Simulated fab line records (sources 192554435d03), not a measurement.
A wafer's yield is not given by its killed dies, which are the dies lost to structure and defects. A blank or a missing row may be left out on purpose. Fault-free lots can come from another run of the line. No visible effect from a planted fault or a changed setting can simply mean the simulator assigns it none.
Split-lot study | flow n5_finfet | route with 1938 steps; 7 lots, 39 wafers read

== ABOUT THE SPLIT ==
At N5_BEOL_M2_HM_DEP_02 (deposits TiN, target thk 20 nm), the setting target_thk_a was moved away from the recipe's 200 angstrom on 12 of the 39 wafers read, by -59.6% to +55.7%. This setting was run at the recipe's value on the other wafers.

== FROM THE SPLIT TO THE READING: what the file shows between them, 4 steps ==
- N5_BEOL_M2_COAT_61: time 60 s, resist thk 60 nm
- N5_BEOL_M2_COAT_62: time 60 s, resist thk 12 nm
- N5_BEOL_M2_STRIP_75: strips in N2/H2
- N5_BEOL_M2_STRIP_66: strips in CF4

== THE READING ==
etch.depth_nm (the simulator's own value, which no gauge read), in nm, at N5_BEOL_M2_HM_OPEN_17 (chemistry Cl2/BCl3, target TiN, target depth 20 nm, overetch 6 nm). There is no usual value for it anywhere in the file. The 27 wafers here that ran the recipe average 20.052 nm, standard deviation 0.17 nm.

wafer  | tool, chamber at the split | target_thk_a as run, angstrom | against the recipe | etch.depth_nm, nm | against lot-mates on the recipe
L074.1 | pvd_sputter-02, -          | 200                           | recipe             | 19.8              | -
L074.2 | pvd_sputter-02, -          | 200                           | recipe             | 20.09             | -
L074.3 | pvd_sputter-02, -          | 200                           | recipe             | 19.91             | -
L074.4 | pvd_sputter-02, -          | 200                           | recipe             | 20.11             | -
L074.5 | pvd_sputter-02, -          | 200                           | recipe             | 20.06             | -
L074.6 | pvd_sputter-02, -          | 200                           | recipe             | 20.16             | -
L080.1 | pvd_sputter-02, -          | 110.7                         | -44.6%             | 10.91             | -8.827
L080.2 | pvd_sputter-02, -          | 200                           | recipe             | 19.76             | -
L080.3 | pvd_sputter-02, -          | 110.7                         | -44.6%             | 10.72             | -9.017
L080.4 | pvd_sputter-02, -          | 200                           | recipe             | 19.65             | -
L080.5 | pvd_sputter-02, -          | 200                           | recipe             | 19.8              | -
L080.6 | pvd_sputter-02, -          | 110.7                         | -44.6%             | 10.55             | -9.187
L086.2 | pvd_sputter-03, -          | 200                           | recipe             | 20.08             | -
L086.3 | pvd_sputter-03, -          | 200                           | recipe             | 20.22             | -
L086.6 | pvd_sputter-03, -          | 200                           | recipe             | 19.99             | -
L090.1 | pvd_sputter-02, -          | 200                           | recipe             | 20.25             | -
L090.2 | pvd_sputter-02, -          | 311.4                         | +55.7%             | 26.25             | +6.083
L090.3 | pvd_sputter-02, -          | 311.4                         | +55.7%             | 25.71             | +5.543
L090.4 | pvd_sputter-02, -          | 200                           | recipe             | 20.11             | -
L090.5 | pvd_sputter-02, -          | 200                           | recipe             | 20.14             | -
L090.6 | pvd_sputter-02, -          | 311.4                         | +55.7%             | 25.85             | +5.683
L093.1 | pvd_sputter-01, -          | 200                           | recipe             | 20.19             | -
L093.2 | pvd_sputter-01, -          | 231.7                         | +15.8%             | 23.31             | +3.070
L093.3 | pvd_sputter-01, -          | 200                           | recipe             | 20.27             | -
L093.4 | pvd_sputter-01, -          | 231.7                         | +15.8%             | 23.09             | +2.850
L093.5 | pvd_sputter-01, -          | 231.7                         | +15.8%             | 23.18             | +2.940
L093.6 | pvd_sputter-01, -          | 200                           | recipe             | 20.26             | -
L095.1 | pvd_sputter-03, -          | 200                           | recipe             | 20.09             | -
L095.2 | pvd_sputter-03, -          | 200                           | recipe             | 20.27             | -
L095.3 | pvd_sputter-03, -          | 200                           | recipe             | 20.21             | -
L095.4 | pvd_sputter-03, -          | 200                           | recipe             | 20.03             | -
L095.5 | pvd_sputter-03, -          | 200                           | recipe             | 20                | -
L095.6 | pvd_sputter-03, -          | 200                           | recipe             | 20.12             | -
L097.1 | pvd_sputter-01, -          | 80.87                         | -59.6%             | 7.921             | -12.022
L097.2 | pvd_sputter-01, -          | 200                           | recipe             | 19.8              | -
L097.3 | pvd_sputter-01, -          | 200                           | recipe             | 20.09             | -
L097.4 | pvd_sputter-01, -          | 80.87                         | -59.6%             | 7.713             | -12.230
L097.5 | pvd_sputter-01, -          | 80.87                         | -59.6%             | 8.063             | -11.880
L097.6 | pvd_sputter-01, -          | 200                           | recipe             | 19.94             | -

FIT RESULTS
A straight line over all 39 wafers: etch.depth_nm changes by +0.169 nm for each +1% of target_thk_a; r = +0.97; the points scatter about the line by 1.2 nm.
The same after taking each lot's own level away (the mean of its wafers on the recipe; 39 wafers): +0.165 nm for each +1%; r = +0.97; scatter 1.1 nm.
The reading moves by 9.8 nm for the largest change in target_thk_a, on that fit.
The span of the lots' own levels, 19.7367 to 20.2400 nm, comes to 3.0 times the standard deviation stated above.
The two slopes are in agreement: the lot-to-lot level therefore moves the slope only a little.
Check: -10.1 nm against its lot-mates is what the line predicts for one of the wafers moved furthest among these (-59.6%) when that wafer is left out of the fit. Against them it came out at -12 nm.

== THE WHOLE CHAIN: every reading that the file lists as answering this split, in the file's order ==
step                  | what it does                                                      | reading                                                                          | change (the file's fit)               | r (the file's)
N5_BEOL_M2_HM_DEP_02  | deposits TiN, target thk 20 nm                                    | TiN_of_BEOL_M2_HM_DEP_02.thk_nm (the simulator's own value, which no gauge read) | +0.199 nm for each +1% of the setting | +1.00
N5_BEOL_M2_HM_OPEN_17 | chemistry Cl2/BCl3, target TiN, target depth 20 nm, overetch 6 nm | etch.depth_nm (the simulator's own value, which no gauge read)                   | +0.167 nm for each +1% of the setting | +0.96

== THE FILE'S OWN FIT ==
etch.depth_nm changes by +0.167 nm for each +1% of target_thk_a, r = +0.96.
